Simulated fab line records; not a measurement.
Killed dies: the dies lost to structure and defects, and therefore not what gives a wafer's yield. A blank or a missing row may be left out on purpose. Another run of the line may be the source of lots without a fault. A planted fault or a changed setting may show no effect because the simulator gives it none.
Which tool did it? / flow n5 finfet / 27 wafers from 10 lots sampled at 5 of the route's 1938 steps

== WHAT EACH GAUGE READ, for each wafer ==
N5_BEOL_M4_RC_MEAS_101. Usual: DIBL_N 36.3 mV/V, standard deviation 1.7; DIBL_P 36.5 mV/V, standard deviation 1.8; IOFF_N 0.16 nA/um, standard deviation 0.033; IOFF_P 0.21 nA/um, standard deviation 0.037; ION_N 675 uA/um, standard deviation 11; ION_P 462 uA/um, standard deviation 7.9; SS_N 71.6 mV/dec, standard deviation 0.64; SS_P 73.3 mV/dec, standard deviation 0.68; VT_N 249 mV, standard deviation 3.3; VT_P -250 mV, standard deviation 3.3.
lot=L462; measured=day 7 15:28; on=prober-01; DIBL_N (mV/V)=35.4 35.3 34.9; DIBL_P (mV/V)=36.0 36.6 36.1; IOFF_N (nA/um)=0.14 0.15 0.15; IOFF_P (nA/um)=0.19 0.20 0.19; ION_N (uA/um)=666 684 678; ION_P (uA/um)=457 469 466; SS_N (mV/dec)=71.4 71.6 71.6; SS_P (mV/dec)=73.2 73.9 73.7; VT_N (mV)=253 249 253; VT_P (mV)=-255 -252 -252; flag=
lot=L464; measured=day 8 07:23; on=prober-01; DIBL_N (mV/V)=37.0 35.9 36.4; DIBL_P (mV/V)=37.9 36.4 36.4; IOFF_N (nA/um)=0.16 0.14 0.14; IOFF_P (nA/um)=0.23 0.22 0.21; ION_N (uA/um)=674 669 675; ION_P (uA/um)=464 461 471; SS_N (mV/dec)=71.5 71.1 71.3; SS_P (mV/dec)=73.7 73.5 73.1; VT_N (mV)=249 251 251; VT_P (mV)=-251 -250 -250; flag=
lot=L469; measured=day 9 06:10; on=prober-02; DIBL_N (mV/V)=33.1 34.9 33.9; DIBL_P (mV/V)=32.8 33.6 33.6; IOFF_N (nA/um)=0.11 0.12 0.11; IOFF_P (nA/um)=0.17 0.18 0.18; ION_N (uA/um)=665 656 668; ION_P (uA/um)=462 455 461; SS_N (mV/dec)=70.6 70.5 70.7; SS_P (mV/dec)=72.3 71.4 71.8; VT_N (mV)=255 253 255; VT_P (mV)=-253 -250 -251; flag=
lot=L470; measured=day 9 15:35; on=prober-02; DIBL_N (mV/V)=37.4 35.1 32.3; DIBL_P (mV/V)=38.4 34.8 33.3; IOFF_N (nA/um)=0.18 0.14 0.11; IOFF_P (nA/um)=0.24 0.18 0.16; ION_N (uA/um)=660 658 657; ION_P (uA/um)=460 445 457; SS_N (mV/dec)=72.2 71.9 70.5; SS_P (mV/dec)=73.5 72.8 72.1; VT_N (mV)=251 254 255; VT_P (mV)=-247 -251 -254; flag=
lot=L473; measured=day 10 09:15; on=prober-01; DIBL_N (mV/V)=35.8; DIBL_P (mV/V)=36.3; IOFF_N (nA/um)=0.16; IOFF_P (nA/um)=0.20; ION_N (uA/um)=684; ION_P (uA/um)=464; SS_N (mV/dec)=71.3; SS_P (mV/dec)=72.9; VT_N (mV)=249; VT_P (mV)=-251; flag=
lot=L474; measured=day 10 15:48; on=prober-02; DIBL_N (mV/V)=35.5; DIBL_P (mV/V)=36.4; IOFF_N (nA/um)=0.16; IOFF_P (nA/um)=0.23; ION_N (uA/um)=683; ION_P (uA/um)=475; SS_N (mV/dec)=71.1; SS_P (mV/dec)=73.1; VT_N (mV)=249; VT_P (mV)=-248; flag=
lot=L481; measured=day 12 03:55; on=prober-01; DIBL_N (mV/V)=37.3 36.3 37.3; DIBL_P (mV/V)=36.6 35.8 36.4; IOFF_N (nA/um)=0.16 0.15 0.17; IOFF_P (nA/um)=0.23 0.22 0.23; ION_N (uA/um)=678 662 667; ION_P (uA/um)=472 460 464; SS_N (mV/dec)=71.4 71.4 71.9; SS_P (mV/dec)=72.5 73.4 73.5; VT_N (mV)=254 253 249; VT_P (mV)=-245 -248 -247; flag=
lot=L482; measured=day 13 00:05; on=prober-02; DIBL_N (mV/V)=33.4 35.3 34.3; DIBL_P (mV/V)=33.1 34.8 33.9; IOFF_N (nA/um)=0.13 0.16 0.14; IOFF_P (nA/um)=0.17 0.19 0.18; ION_N (uA/um)=682 677 672; ION_P (uA/um)=465 462 459; SS_N (mV/dec)=71.4 71.3 71.9; SS_P (mV/dec)=72.7 73.6 73.2; VT_N (mV)=251 247 250; VT_P (mV)=-254 -251 -252; flag=
lot=L483; measured=day 13 03:38; on=prober-02; DIBL_N (mV/V)=40.0 38.2 37.6; DIBL_P (mV/V)=40.9 38.7 37.9; IOFF_N (nA/um)=0.28 0.23 0.21; IOFF_P (nA/um)=0.27 0.24 0.22; ION_N (uA/um)=717 695 687; ION_P (uA/um)=475 461 459; SS_N (mV/dec)=72.9 73.1 71.7; SS_P (mV/dec)=74.6 74.5 73.4; VT_N (mV)=241 242 245; VT_P (mV)=-250 -249 -251; flag=

== WHICH TOOL RAN EACH LOT (tool, then ch and the chambers of the sampled wafers, then the start) ==
lot=L462; N5_MOL_CONTACT_COAG_ANNEAL_113=rtp anneal-01 ch 0, day 4 16:53; N5_MOL_CONTACT_COAG_ALD_131=ald sin-03 ch 1,2,3, day 4 23:55; N5_MOL_CONTACT_COAG_ETCHBACK_135=rie diel-01 ch 0,3, day 5 00:13; N5_MOL_CONTACT_COAG_STRIP_119=plasma asher-01 ch 0,1, day 5 00:26
lot=L464; N5_MOL_CONTACT_COAG_ANNEAL_113=rtp anneal-01 ch 0, day 5 07:16; N5_MOL_CONTACT_COAG_ALD_131=ald sin-01 ch 1,2,3, day 5 16:34; N5_MOL_CONTACT_COAG_ETCHBACK_135=rie diel-03 ch 2,3, day 5 16:56; N5_MOL_CONTACT_COAG_STRIP_119=plasma asher-01 ch 1, day 5 17:10
lot=L469; N5_MOL_CONTACT_COAG_ANNEAL_113=rtp anneal-02 ch 0, day 6 14:46; N5_MOL_CONTACT_COAG_ALD_131=ald sin-01 ch 0,1, day 6 20:05; N5_MOL_CONTACT_COAG_ETCHBACK_135=rie diel-06 ch 2,3, day 6 20:29; N5_MOL_CONTACT_COAG_STRIP_119=plasma asher-02 ch 0,1, day 6 20:43
lot=L470; N5_MOL_CONTACT_COAG_ANNEAL_113=rtp anneal-02 ch 0, day 6 20:19; N5_MOL_CONTACT_COAG_ALD_131=ald sin-03 ch 0,1, day 7 02:40; N5_MOL_CONTACT_COAG_ETCHBACK_135=rie diel-03 ch 0,1,3, day 7 03:00; N5_MOL_CONTACT_COAG_STRIP_119=plasma asher-02 ch 0,1, day 7 03:13
lot=L473; N5_MOL_CONTACT_COAG_ANNEAL_113=rtp anneal-01 ch 0, day 7 17:36; N5_MOL_CONTACT_COAG_ALD_131=ald sin-01 ch 1,2, day 8 00:10; N5_MOL_CONTACT_COAG_ETCHBACK_135=rie diel-06 ch 1,3, day 8 00:28; N5_MOL_CONTACT_COAG_STRIP_119=plasma asher-01 ch 1, day 8 00:41
lot=L474; N5_MOL_CONTACT_COAG_ANNEAL_113=rtp anneal-02 ch 0, day 7 21:20; N5_MOL_CONTACT_COAG_ALD_131=ald sin-01 ch 0,2, day 8 03:32; N5_MOL_CONTACT_COAG_ETCHBACK_135=rie diel-06 ch 0,3, day 8 03:50; N5_MOL_CONTACT_COAG_STRIP_119=plasma asher-02 ch 0, day 8 04:05
lot=L478; N5_MOL_CONTACT_COAG_ANNEAL_113=rtp anneal-01 ch 0, day 9 02:14; N5_MOL_CONTACT_COAG_ALD_131=ald sin-01 ch 0,1, day 9 09:25; N5_MOL_CONTACT_COAG_ETCHBACK_135=rie diel-06 ch 1,2, day 9 09:39; N5_MOL_CONTACT_COAG_STRIP_119=plasma asher-02 ch 0,1, day 9 09:53
lot=L481; N5_MOL_CONTACT_COAG_ANNEAL_113=rtp anneal-02 ch 0, day 9 13:29; N5_MOL_CONTACT_COAG_ALD_131=ald sin-03 ch 1,2,3, day 9 19:02; N5_MOL_CONTACT_COAG_ETCHBACK_135=rie diel-06 ch 0,1,3, day 9 19:20; N5_MOL_CONTACT_COAG_STRIP_119=plasma asher-01 ch 0,1, day 9 19:34
lot=L482; N5_MOL_CONTACT_COAG_ANNEAL_113=rtp anneal-01 ch 0, day 9 21:25; N5_MOL_CONTACT_COAG_ALD_131=ald sin-03 ch 0,1,2, day 10 06:16; N5_MOL_CONTACT_COAG_ETCHBACK_135=rie diel-01 ch 0,2,3, day 10 06:34; N5_MOL_CONTACT_COAG_STRIP_119=plasma asher-02 ch 0,1, day 10 06:47
lot=L483; N5_MOL_CONTACT_COAG_ANNEAL_113=rtp anneal-02 ch 0, day 10 02:34; N5_MOL_CONTACT_COAG_ALD_131=ald sin-04 ch 0,1,2, day 10 10:42; N5_MOL_CONTACT_COAG_ETCHBACK_135=rie diel-01 ch 0,1,2, day 10 11:00; N5_MOL_CONTACT_COAG_STRIP_119=plasma asher-01 ch 0,1, day 10 11:13
- N5_MOL_CONTACT_COAG_ANNEAL_113: time 300 s.
- N5_MOL_CONTACT_COAG_ALD_131: deposits SiO2, target thk 5 nm, pulse time 1 s, co reactant pulse time 1 s.
- N5_MOL_CONTACT_COAG_ETCHBACK_135: etches SiO2 in CHF3, target depth 25 nm, time 16.7 s.
- N5_MOL_CONTACT_COAG_STRIP_119: strips in N2/H2, time 30 s.

== AS READ BY THE TOOLS THEMSELVES (means over the sampled wafers that have a number; for cases with no such wafer, the mark the record gives instead) ==
N5_MOL_CONTACT_COAG_ANNEAL_113. Usual: lamp power pct 2.49 %, standard deviation 0.1; wafer_temp_C_max 401.6, standard deviation 0.36.
lot=L462; tool=rtp anneal-01; lamp power pct (%)=2.37; wafer_temp_C_max=401.5; flag=
lot=L464; tool=rtp anneal-01; lamp power pct (%)=2.37; wafer_temp_C_max=401.6; flag=
lot=L469; tool=rtp anneal-02; lamp power pct (%)=2.57; wafer_temp_C_max=401.3; flag=
lot=L470; tool=rtp anneal-02; lamp power pct (%)=2.58; wafer_temp_C_max=401.6; flag=
lot=L473; tool=rtp anneal-01; lamp power pct (%)=2.37; wafer_temp_C_max=401.1; flag=
lot=L474; tool=rtp anneal-02; lamp power pct (%)=2.57; wafer_temp_C_max=402.1; flag=
lot=L478; tool=rtp anneal-01; lamp power pct (%)=2.37; wafer_temp_C_max=401.4; flag=
lot=L481; tool=rtp anneal-02; lamp power pct (%)=2.57; wafer_temp_C_max=401.3; flag=
lot=L482; tool=rtp anneal-01; lamp power pct (%)=2.37; wafer_temp_C_max=401.8; flag=
lot=L483; tool=rtp anneal-02; lamp power pct (%)=2.57; wafer_temp_C_max=401.8; flag=

N5_MOL_CONTACT_COAG_ALD_131. Usual: heater power w 82 W, standard deviation 9.2; precursor pulse height rel 1.002, standard deviation 0.018.
lot=L462; tool=ald sin-03; heater power w (W)=81; precursor pulse height rel=1.007; flag=
lot=L464; tool=ald sin-01; heater power w (W)=86; precursor pulse height rel=0.996; flag=
lot=L469; tool=ald sin-01; heater power w (W)=79; precursor pulse height rel=1.021; flag=
lot=L470; tool=ald sin-03; heater power w (W)=76; precursor pulse height rel=1.024; flag=
lot=L473; tool=ald sin-01; heater power w (W)=88; precursor pulse height rel=1.000; flag=
lot=L474; tool=ald sin-01; heater power w (W)=85; precursor pulse height rel=0.995; flag=
lot=L478; tool=ald sin-01; heater power w (W)=75; precursor pulse height rel=1.014; flag=
lot=L481; tool=ald sin-03; heater power w (W)=80; precursor pulse height rel=0.997; flag=
lot=L482; tool=ald sin-03; heater power w (W)=81; precursor pulse height rel=1.003; flag=
lot=L483; tool=ald sin-04; heater power w (W)=76; precursor pulse height rel=0.991; flag=

N5_MOL_CONTACT_COAG_ETCHBACK_135. Usual: drypump motor current A 5.5 A, standard deviation 0.5; oes product au 0.79 a.u., standard deviation 0.073; rf fwd power W 598 W, standard deviation 3.4; rf vpp V 525 V, standard deviation 6.9; showerhead plenum p Torr 2.38 Torr, standard deviation 0.079; throttle valve pct 18.73 %, standard deviation 0.24.
lot=L462; tool=rie diel-01; drypump motor current A (A)=6.2; oes product au (a.u.)=0.86; rf fwd power W (W)=596; rf vpp V (V)=531; showerhead plenum p Torr (Torr)=2.46; throttle valve pct (%)=18.51; flag=
lot=L464; tool=rie diel-03; drypump motor current A (A)=5.8; oes product au (a.u.)=0.69; rf fwd power W (W)=595; rf vpp V (V)=527; showerhead plenum p Torr (Torr)=2.38; throttle valve pct (%)=18.97; flag=
lot=L469; tool=rie diel-06; drypump motor current A (A)=5.1; oes product au (a.u.)=0.82; rf fwd power W (W)=598; rf vpp V (V)=531; showerhead plenum p Torr (Torr)=2.30; throttle valve pct (%)=18.60; flag=
lot=L470; tool=rie diel-03; drypump motor current A (A)=5.7; oes product au (a.u.)=0.83; rf fwd power W (W)=598; rf vpp V (V)=526; showerhead plenum p Torr (Torr)=2.40; throttle valve pct (%)=18.65; flag=
lot=L473; tool=rie diel-06; drypump motor current A (A)=5.2; oes product au (a.u.)=0.80; rf fwd power W (W)=600; rf vpp V (V)=532; showerhead plenum p Torr (Torr)=2.35; throttle valve pct (%)=18.52; flag=
lot=L474; tool=rie diel-06; drypump motor current A (A)=5.0; oes product au (a.u.)=0.77; rf fwd power W (W)=598; rf vpp V (V)=522; showerhead plenum p Torr (Torr)=2.38; throttle valve pct (%)=18.63; flag=
lot=L478; tool=rie diel-06; drypump motor current A (A)=5.3; oes product au (a.u.)=0.79; rf fwd power W (W)=600; rf vpp V (V)=532; showerhead plenum p Torr (Torr)=2.35; throttle valve pct (%)=18.75; flag=
lot=L481; tool=rie diel-06; drypump motor current A (A)=5.1; oes product au (a.u.)=0.77; rf fwd power W (W)=599; rf vpp V (V)=525; showerhead plenum p Torr (Torr)=2.38; throttle valve pct (%)=18.68; flag=
lot=L482; tool=rie diel-01; drypump motor current A (A)=5.7; oes product au (a.u.)=0.77; rf fwd power W (W)=599; rf vpp V (V)=525; showerhead plenum p Torr (Torr)=2.44; throttle valve pct (%)=18.80; flag=
lot=L483; tool=rie diel-01; drypump motor current A (A)=5.5; oes product au (a.u.)=0.80; rf fwd power W (W)=602; rf vpp V (V)=518; showerhead plenum p Torr (Torr)=2.39; throttle valve pct (%)=18.84; flag=

N5_MOL_CONTACT_COAG_STRIP_119. Usual: drypump motor current A 5.7 A, standard deviation 0.32; heater power w 354 W, standard deviation 38; n2 flow sccm 1750 sccm, standard deviation 5.
lot=L462; tool=plasma asher-01; drypump motor current A (A)=5.9; heater power w (W)=332; n2 flow sccm (sccm)=1748; flag=
lot=L464; tool=plasma asher-01; drypump motor current A (A)=6.2; heater power w (W)=316; n2 flow sccm (sccm)=1752; flag=
lot=L469; tool=plasma asher-02; drypump motor current A (A)=5.7; heater power w (W)=374; n2 flow sccm (sccm)=1752; flag=
lot=L470; tool=plasma asher-02; drypump motor current A (A)=5.7; heater power w (W)=378; n2 flow sccm (sccm)=1754; flag=
lot=L473; tool=plasma asher-01; drypump motor current A (A)=6.2; heater power w (W)=319; n2 flow sccm (sccm)=1742; flag=
lot=L474; tool=plasma asher-02; drypump motor current A (A)=5.9; heater power w (W)=318; n2 flow sccm (sccm)=1750; flag=
lot=L478; tool=plasma asher-02; drypump motor current A (A)=5.8; heater power w (W)=368; n2 flow sccm (sccm)=1752; flag=
lot=L481; tool=plasma asher-01; drypump motor current A (A)=5.5; heater power w (W)=349; n2 flow sccm (sccm)=1752; flag=
lot=L482; tool=plasma asher-02; drypump motor current A (A)=5.7; heater power w (W)=378; n2 flow sccm (sccm)=1751; flag=
lot=L483; tool=plasma asher-01; drypump motor current A (A)=5.5; heater power w (W)=348; n2 flow sccm (sccm)=1753; flag=

== THE ANSWER, worked out from the rows above alone ==
Rule: lot off if the mean of its wafers having a number is beyond 3 standard deviations from the usual mean. A lot without any number at a reading at which 4 lots or more have one is off too. Where the step has rows for the other lots, those lots are counted as sound. After the gauges, taken in route order, come the tools' own readings; for these a lot's mean is taken, as printed above. The first step at which some lot is off is used, and at that step the reading that is off furthest; a lot without a number counts as furthest.
Nothing can be told from this: no lot is off at any reading shown.

== WHAT WAS PUT IN BY THE SIMULATOR ==
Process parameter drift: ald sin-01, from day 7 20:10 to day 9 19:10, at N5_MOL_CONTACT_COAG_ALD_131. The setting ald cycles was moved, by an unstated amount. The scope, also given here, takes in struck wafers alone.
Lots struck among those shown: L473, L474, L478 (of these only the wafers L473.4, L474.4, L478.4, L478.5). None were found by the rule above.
